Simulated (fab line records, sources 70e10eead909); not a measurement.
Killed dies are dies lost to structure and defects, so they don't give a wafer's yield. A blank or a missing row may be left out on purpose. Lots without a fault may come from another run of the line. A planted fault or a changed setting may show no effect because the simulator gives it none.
Which tool did it? | flow nand_harc | 14 lots, 42 wafers sampled, at 4 steps of a route of 1302

WHAT THE GAUGES READ, wafer by wafer
NHARC_P_ZERO_WELL_CD_MEAS_24: target cd 720 nm.
lot  | measured     | on        | cd_nm (nm)
L810 | day 1 22:29  | cd_sem-01 | 721.4 719.9 719.1
L811 | day 2 08:38  | cd_sem-03 | 720.5 719.3 718.9
L815 | day 4 00:39  | cd_sem-01 | 721.9 722.5 721.0
L816 | day 4 10:38  | cd_sem-02 | 720.9 721.7 721.7
L822 | day 6 22:47  | cd_sem-03 | 717.9 718.4 718.4
L823 | day 7 08:28  | cd_sem-01 | 719.3 720.3 718.7
L824 | day 7 18:28  | cd_sem-03 | 719.2 717.1 718.1
L825 | day 8 04:59  | cd_sem-03 | 719.1 718.3 718.7
L826 | day 8 14:33  | cd_sem-01 | 722.2 721.0 720.3
L828 | day 9 10:34  | cd_sem-02 | 723.2 722.0 722.2
L830 | day 10 06:22 | cd_sem-03 | 719.7 719.3 719.0
L831 | day 10 16:34 | cd_sem-03 | 720.0 719.3 720.6
L832 | day 11 02:35 | cd_sem-02 | 718.7 718.7 721.0
L833 | day 11 12:53 | cd_sem-03 | 720.3 720.8 720.4

NHARC_P_GATE_CD_MEAS_11: target cd 1640 nm.
lot  | measured     | on        | cd_nm (nm)
L810 | day 4 06:07  | cd_sem-02 | 1641.1 1642.3 1643.0
L811 | day 4 18:55  | cd_sem-01 | 1641.1 1641.7 1642.2
L822 | day 9 17:13  | cd_sem-02 | 1640.6 1640.4 1640.1
L823 | day 10 11:38 | cd_sem-01 | 1641.3 1641.8 1641.8
L824 | day 10 11:48 | cd_sem-03 | 1643.4 1642.5 1640.4
L825 | day 10 11:36 | cd_sem-03 | 1638.2 1639.2 1638.8
L826 | day 10 21:13 | cd_sem-01 | 1638.9 1640.3 1640.0
L828 | day 11 18:25 | cd_sem-02 | 1642.4 1641.9 1642.1
L830 | day 12 16:36 | cd_sem-01 | 1640.7 1640.1 1639.9
L831 | day 13 01:49 | cd_sem-03 | 1641.4 1641.5 1641.2
L832 | day 13 20:58 | cd_sem-01 | 1639.1 1639.7 1638.3
L833 | day 13 21:07 | cd_sem-03 | 1640.2 1641.0 1639.9

WHICH TOOL RAN EACH LOT (tool, then ch and the chambers of the sampled wafers, then the start)
lot  | NHARC_P_ZERO_WELL_RTA_42         | NHARC_P_STI_DEVELOP_08
L810 | rtp_anneal-02 ch 0, day 2 03:00  | litho_track-07 ch 0, day 2 21:00
L811 | rtp_anneal-01 ch 0, day 2 13:22  | litho_track-07 ch 0, day 3 08:00
L815 | rtp_anneal-02 ch 0, day 4 04:58  | litho_track-02, day 4 22:00
L816 | rtp_anneal-02 ch 0, day 4 14:55  | litho_track-02, day 5 06:00
L822 | rtp_anneal-01 ch 0, day 7 03:27  | litho_track-03 ch 0, day 8 00:00
L823 | rtp_anneal-02 ch 0, day 7 12:37  | litho_track-02 ch 0, day 8 08:00
L824 | rtp_anneal-02 ch 0, day 7 23:01  | litho_track-02 ch 0, day 8 17:00
L825 | rtp_anneal-02 ch 0, day 8 09:25  | litho_track-07 ch 0, day 9 00:00
L826 | rtp_anneal-01 ch 0, day 8 18:54  | litho_track-03 ch 0, day 9 09:00
L828 | rtp_anneal-02 ch 0, day 9 14:59  | litho_track-07 ch 0, day 10 06:00
L830 | rtp_anneal-01 ch 0, day 10 10:34 | litho_track-03 ch 0, day 11 03:00
L831 | rtp_anneal-01 ch 0, day 10 21:17 | litho_track-02 ch 0, day 11 13:00
L832 | rtp_anneal-02 ch 0, day 11 07:16 | litho_track-03 ch 0, day 12 01:00
L833 | rtp_anneal-01 ch 0, day 11 17:11 | litho_track-07 ch 0, day 12 11:00
- NHARC_P_ZERO_WELL_RTA_42: time 300 s.
- NHARC_P_STI_DEVELOP_08: time 50 s.

WHAT THE TOOLS THEMSELVES READ (means of the sampled wafers that have a number; where no wafer has one, the mark that the record gives instead)
NHARC_P_ZERO_WELL_RTA_42.
lot  | tool          | lamp_power_pct (%) | wafer_temp_C_max
L810 | rtp_anneal-02 | 30.0               | 1104.4
L811 | rtp_anneal-01 | 35.8               | 1103.4
L815 | rtp_anneal-02 | 30.0               | 1105.1
L816 | rtp_anneal-02 | 30.0               | 1104.6
L822 | rtp_anneal-01 | 35.8               | 1102.9
L823 | rtp_anneal-02 | 30.0               | 1105.4
L824 | rtp_anneal-02 | 30.0               | 1104.6
L825 | rtp_anneal-02 | 30.0               | 1105.4
L826 | rtp_anneal-01 | 35.8               | 1102.8
L828 | rtp_anneal-02 | 30.0               | 1104.8
L830 | rtp_anneal-01 | 35.9               | 1102.7
L831 | rtp_anneal-01 | 35.9               | 1103.0
L832 | rtp_anneal-02 | 30.0               | 1106.3
L833 | rtp_anneal-01 | 35.9               | 1103.7

NHARC_P_STI_DEVELOP_08.
lot  | tool           | chill_plate_temp_C (C) | developer_temp_C (C) | exhaust_pa (Pa)
L810 | litho_track-07 | 22.96                  | 21.96                | 45.5
L811 | litho_track-07 | 23.01                  | 21.97                | 45.4
L815 | litho_track-02 | -                      | -                    | -
L816 | litho_track-02 | -                      | -                    | -
L822 | litho_track-03 | 22.92                  | 22.04                | 45.5
L823 | litho_track-02 | 22.91                  | 21.96                | 44.1
L824 | litho_track-02 | 22.86                  | 21.98                | 45.6
L825 | litho_track-07 | 23.12                  | 22.02                | 45.3
L826 | litho_track-03 | 22.99                  | 21.89                | 43.9
L828 | litho_track-07 | 22.88                  | 22.08                | 45.6
L830 | litho_track-03 | 22.90                  | 22.09                | 45.7
L831 | litho_track-02 | 22.97                  | 21.88                | 43.8
L832 | litho_track-03 | 23.01                  | 22.15                | 45.8
L833 | litho_track-07 | 22.90                  | 21.91                | 45.7

THE ANSWER, worked out from the rows above alone
Rule: what is usual is taken from the lots themselves. Put in order of their means at a reading, lots are off if they are a third of the lots or fewer, leave a main group of 4 or more, and stand apart from it by a gap of 3 or more times the standard deviation of the main group's means; of several such gaps the widest counts. A main group whose means are all the same, to the digits that the tables above print for the reading, isn't used. A lot without any number at a reading at which 4 lots or more have one is off too. The other lots that the step has rows for count as sound. The gauges are gone through in route order, then the tools' own readings, and for those a lot's mean is taken as printed above. The first step at which some lot is off is used, and at that step the reading that is off furthest; a lot without a number counts as furthest.
Off: L815, L816, at NHARC_P_STI_DEVELOP_08 (chill_plate_temp_C). Without a number there: L815, L816. The main group: mean 22.95 C, standard deviation 0.07.
A tool fits if, at that step or a process step before it, it ran every lot that is off, and no sound lot after the first of them. None of those tried fits.

WHAT THE SIMULATOR HAD PUT IN
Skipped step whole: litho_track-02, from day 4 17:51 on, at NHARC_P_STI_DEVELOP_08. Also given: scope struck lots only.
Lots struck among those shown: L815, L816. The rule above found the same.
